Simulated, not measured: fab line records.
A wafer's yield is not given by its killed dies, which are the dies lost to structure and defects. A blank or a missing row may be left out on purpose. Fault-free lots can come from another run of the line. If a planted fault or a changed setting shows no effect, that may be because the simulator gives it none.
One fault seen from 3 desks || flow nand harc || each desk holds nothing but its own numbers, with what lay behind them at the end

THE DEFECT DESK
What the inspections along the route counted, lot by lot: means of the sampled wafers that have a number. Marked OUT: a lot whose mean sits more than 4 standard deviations from the usual mean, which makes it out of limits; the brackets give that distance.
Columns: A = raw defect count at NHARC_P_M0_INSPECT_27, usual 310
{"lot": "L884", "first seen here": "day 5 15:15", "A": 302}
{"lot": "L885", "first seen here": "day 6 08:29", "A": 257}
{"lot": "L888", "first seen here": "day 7 00:48", "A": 321}
{"lot": "L887", "first seen here": "day 7 01:17", "A": 175}
{"lot": "L889", "first seen here": "day 7 06:50", "A": 316}
{"lot": "L893", "first seen here": "day 8 03:28", "A": 421}
{"lot": "L895", "first seen here": "day 9 00:53", "A": 277}
{"lot": "L897", "first seen here": "day 9 10:42", "A": 413}
{"lot": "L903", "first seen here": "day 10 12:35", "A": 270}
{"lot": "L904", "first seen here": "day 10 13:23", "A": 227}
{"lot": "L907", "first seen here": "day 11 12:39", "A": 298}
Finding of this desk: none of the 11 lots has anything out of limits.

AT THE METROLOGY DESK
What the gauges read, lot by lot, whatever tool the lot ran on: means of the sampled wafers that have a number. Marked OUT: a lot whose mean sits more than 4 standard deviations from the usual mean, which makes it out of limits; the brackets give that distance.
Columns: A = cd nm at NHARC_P_M1_CD_MEAS_09, usual 129.8 nm
{"lot": "L884", "first seen here": "day 5 16:47", "A": 129.4}
{"lot": "L885", "first seen here": "day 6 09:45", "A": 130.1}
{"lot": "L888", "first seen here": "day 7 02:13", "A": 129.1}
{"lot": "L887", "first seen here": "day 7 02:41", "A": 129.2}
{"lot": "L889", "first seen here": "day 7 08:12", "A": 129.8}
{"lot": "L893", "first seen here": "day 8 04:55", "A": 129.8}
{"lot": "L895", "first seen here": "day 9 02:35", "A": "133.7 (+8.2) OUT"}
{"lot": "L897", "first seen here": "day 9 12:52", "A": "134.5 (+9.7) OUT"}
{"lot": "L903", "first seen here": "day 10 13:59", "A": 129.8}
{"lot": "L904", "first seen here": "day 10 14:40", "A": 129.8}
{"lot": "L907", "first seen here": "day 11 13:55", "A": 129.8}
This desk finds L895, L897 out of limits, L895 being first, at day 9 02:35 (cd nm at NHARC_P_M1_CD_MEAS_09). L884, L885, L888, L887, L889, L893, L903, L904, L907: within limits.

TOOL OWNER'S DESK, arfi scanner-02
The tool's own readings at NHARC_P_M1_EXPOSE_06 (exposes mask P M1, target cd 130 nm): means of the sampled wafers that have a number, for each lot that ran on this tool. Marked OUT: a lot whose mean sits more than 4 standard deviations from the usual mean, which makes it out of limits; the brackets give that distance.
Columns: A = focus offset nm at NHARC_P_M1_EXPOSE_06, usual 0.1 nm; B = stage vel mm s at NHARC_P_M1_EXPOSE_06, usual 499.99 mm/s
{"lot": "L889", "first seen here": "day 7 08:04", "A": 0.4, "B": 499.90}
{"lot": "L893", "first seen here": "day 8 04:46", "A": -0.7, "B": 499.92}
{"lot": "L895", "first seen here": "day 9 02:27", "A": 0.4, "B": 500.29}
{"lot": "L897", "first seen here": "day 9 12:44", "A": 0.3, "B": 500.09}
{"lot": "L907", "first seen here": "day 11 13:46", "A": 0.3, "B": 499.98}
Finding of this desk: none of the 5 lots has anything out of limits.

BROUGHT TOGETHER
An alarm was possible from the metrology desk at day 9 02:35, on L895, L897.
Nothing the defect desk looked at was out of limits.
The tool owner's desk saw nothing out of limits.
The defect desk has L895, L897 on record, within its limits.
On record at the tool owner's desk: L895, L897, within its limits.
The lots listed all ran NHARC_P_M1_EXPOSE_06 on arfi scanner-02.

WHAT THE SIMULATOR HAD PUT IN
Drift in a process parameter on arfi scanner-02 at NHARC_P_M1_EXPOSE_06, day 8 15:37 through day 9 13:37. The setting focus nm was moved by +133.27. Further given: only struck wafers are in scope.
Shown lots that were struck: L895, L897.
Hours from the fault's start to each desk's first reading out of limits: the metrology desk, 11.
